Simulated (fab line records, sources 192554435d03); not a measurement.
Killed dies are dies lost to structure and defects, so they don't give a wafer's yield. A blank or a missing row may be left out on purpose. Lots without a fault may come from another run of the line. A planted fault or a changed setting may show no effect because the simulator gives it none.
Split-lot experiment | flow n5_finfet | 7 lots, 21 wafers read, on a route of 1938 steps

THE SPLIT
At N5_GATE_CUT_EXPOSE_10 (exposes mask GATE CUT, target cd 20 nm), the setting dose_mj was moved away from the recipe's 43.25 on 8 of the 21 wafers read, by -6.5% to +3.2%. The other wafers ran this setting at the recipe's value.

FROM THE SPLIT TO THE READING: what the file shows between them, 2 steps
- N5_GATE_CUT_PEB_11: peb time 60 s
- N5_GATE_CUT_DEVELOP_12: develop time 30 s

THE READING
cd_nm, in nm, at N5_GATE_CUT_CD_MEAS_13 (target cd 20 nm). Fault-free wafers of this fab line usually give 19.92 nm, standard deviation 0.27 nm.

wafer  | tool, chamber at the split | dose_mj as run | against the recipe | cd_nm, nm | against lot-mates on the recipe
L074.2 | euv_scanner-02, 0          | 43.25          | recipe             | 20.07     | -
L074.3 | euv_scanner-02, 0          | 43.25          | recipe             | 19.92     | -
L074.6 | euv_scanner-02, 0          | 43.25          | recipe             | 20.05     | -
L079.2 | euv_scanner-01, 0          | 44.26          | +2.3%              | 20.10     | +0.43
L079.4 | euv_scanner-01, 0          | 44.26          | +2.3%              | 20.26     | +0.59
L079.6 | euv_scanner-01, 0          | 43.25          | recipe             | 19.67     | -
L084.2 | euv_scanner-02, 0          | 40.45          | -6.5%              | 18.29     | -1.62
L084.3 | euv_scanner-02, 0          | 43.25          | recipe             | 19.96     | -
L084.6 | euv_scanner-02, 0          | 43.25          | recipe             | 19.86     | -
L089.1 | euv_scanner-02, 0          | 44.64          | +3.2%              | 20.50     | +0.80
L089.2 | euv_scanner-02, 0          | 43.25          | recipe             | 19.55     | -
L089.6 | euv_scanner-02, 0          | 43.25          | recipe             | 19.86     | -
L091.1 | euv_scanner-01, 0          | 43.25          | recipe             | 19.98     | -
L091.2 | euv_scanner-01, 0          | 43.25          | recipe             | 19.58     | -
L091.5 | euv_scanner-01, 0          | 41.1           | -5.0%              | 18.93     | -0.85
L092.1 | euv_scanner-02, 0          | 40.84          | -5.6%              | 18.68     | -1.13
L092.3 | euv_scanner-02, 0          | 40.84          | -5.6%              | 18.39     | -1.42
L092.6 | euv_scanner-02, 0          | 43.25          | recipe             | 19.81     | -
L096.2 | euv_scanner-01, 0          | 41.08          | -5.0%              | 19.09     | -1.16
L096.4 | euv_scanner-01, 0          | 43.25          | recipe             | 20.39     | -
L096.5 | euv_scanner-01, 0          | 43.25          | recipe             | 20.11     | -

THE FIT
A straight line over all 21 wafers: cd_nm changes by +0.212 nm for each +1% of dose_mj; r = +0.94; the points scatter about the line by 0.23 nm.
The same after taking each lot's own level away (the mean of its wafers on the recipe; 21 wafers): +0.227 nm for each +1%; r = +0.98; scatter 0.13 nm.
On that fit, the largest move of dose_mj shifts the reading by 1.5 nm.
The lots' own levels span 19.670 to 20.250 nm, that is 2.1 times the standard deviation above.
So the lot-to-lot level changes the slope little: the two slopes agree.
Check: with one of the wafers moved furthest among these (-6.5%) left out of the fit, the line predicts -1.42 nm for it against its lot-mates. It came out at -1.62 nm against them.

THE WHOLE CHAIN: every reading that the file lists as answering this split, in the file's order
step                   | what it does                                                       | reading                                                         | change (the file's fit)               | r (the file's)
N5_GATE_CUT_CD_MEAS_13 | target cd 20 nm                                                    | cd_nm                                                           | +0.227 nm for each +1% of the setting | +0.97
N5_GATE_CUT_DESCUM_18  | chemistry O2, time 7 s                                             | GATE_CUT.cd_nm (the simulator's own value, which no gauge read) | +0.226 nm for each +1% of the setting | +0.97
N5_GATE_CUT_ETCH_28    | etches underlayer in N2/H2, target depth 13 nm, time 10.4 s        | GATE_CUT.cd_nm (the simulator's own value, which no gauge read) | +0.219 nm for each +1% of the setting | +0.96
N5_GATE_CUT_ETCH_37    | etches SOC in N2/H2, target depth 60 nm, overetch 12 nm, time 90 s | GATE_CUT.cd_nm (the simulator's own value, which no gauge read) | +0.241 nm for each +1% of the setting | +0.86

THE FILE'S OWN FIT
cd_nm changes by +0.227 nm for each +1% of dose_mj, r = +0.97.
